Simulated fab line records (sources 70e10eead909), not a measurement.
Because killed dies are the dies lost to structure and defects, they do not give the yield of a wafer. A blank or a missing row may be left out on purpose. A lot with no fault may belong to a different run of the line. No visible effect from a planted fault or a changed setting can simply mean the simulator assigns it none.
Chamber matching :: flow nand-harc :: NHARC_P_M0_STRIP_18 on rie-diel-09 has 4 sister chambers
The step strips in N2/H2. 4 wafers are shown with their chamber, then 8 later ones without.

## EACH WAFER AND ITS CHAMBER
wafer: L758.1
chamber: 2
showerhead-plenum-p-Torr (Torr): 2.02

wafer: L758.4
chamber: 3
showerhead-plenum-p-Torr (Torr): 2.13

wafer: L759.5
chamber: 1
showerhead-plenum-p-Torr (Torr): 2.00

wafer: L760.1
chamber: 0
showerhead-plenum-p-Torr (Torr): 2.13

## WAFERS WITH NO CHAMBER GIVEN
wafer: L760.3
showerhead-plenum-p-Torr (Torr): 2.02

wafer: L760.5
showerhead-plenum-p-Torr (Torr): 2.13

wafer: L765.1
showerhead-plenum-p-Torr (Torr): 2.13

wafer: L765.2
showerhead-plenum-p-Torr (Torr): 2.01

wafer: L765.6
showerhead-plenum-p-Torr (Torr): 2.01

wafer: L772.1
showerhead-plenum-p-Torr (Torr): 2.00

wafer: L772.2
showerhead-plenum-p-Torr (Torr): 2.12

wafer: L772.5
showerhead-plenum-p-Torr (Torr): 2.00

## CHAMBER TAKEN BY EACH
wafer: L760.3
from the rows above: 2
in truth: 2

wafer: L760.5
from the rows above: can't be placed: 0 or 3
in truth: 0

wafer: L765.1
from the rows above: can't be placed: 0 or 3
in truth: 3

wafer: L765.2
from the rows above: can't be placed: 1 or 2
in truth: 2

wafer: L765.6
from the rows above: can't be placed: 1 or 2
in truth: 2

wafer: L772.1
from the rows above: 1
in truth: 1

wafer: L772.2
from the rows above: can't be placed: 0 or 3
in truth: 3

wafer: L772.5
from the rows above: 1
in truth: 1
Placed correctly: 3 of 8. Can't be placed from these rows: 5 (the true chamber is among the candidates in 5). Number placed wrongly: 0.
How it was worked out, from the rows above alone: a wafer's distance from a chamber is the root of the sum, over the readings, of the square of ((its reading less the chamber's mean) divided by the reading's scatter). If the next closest chamber is less than 2 further off than the closest, the wafer can't be placed; otherwise it belongs to the closest. The mean given for a chamber averages the wafers shown for that chamber. The scatter: root of mean squared gap, hidden wafer to nearest shown wafer, with one shown wafer a chamber.
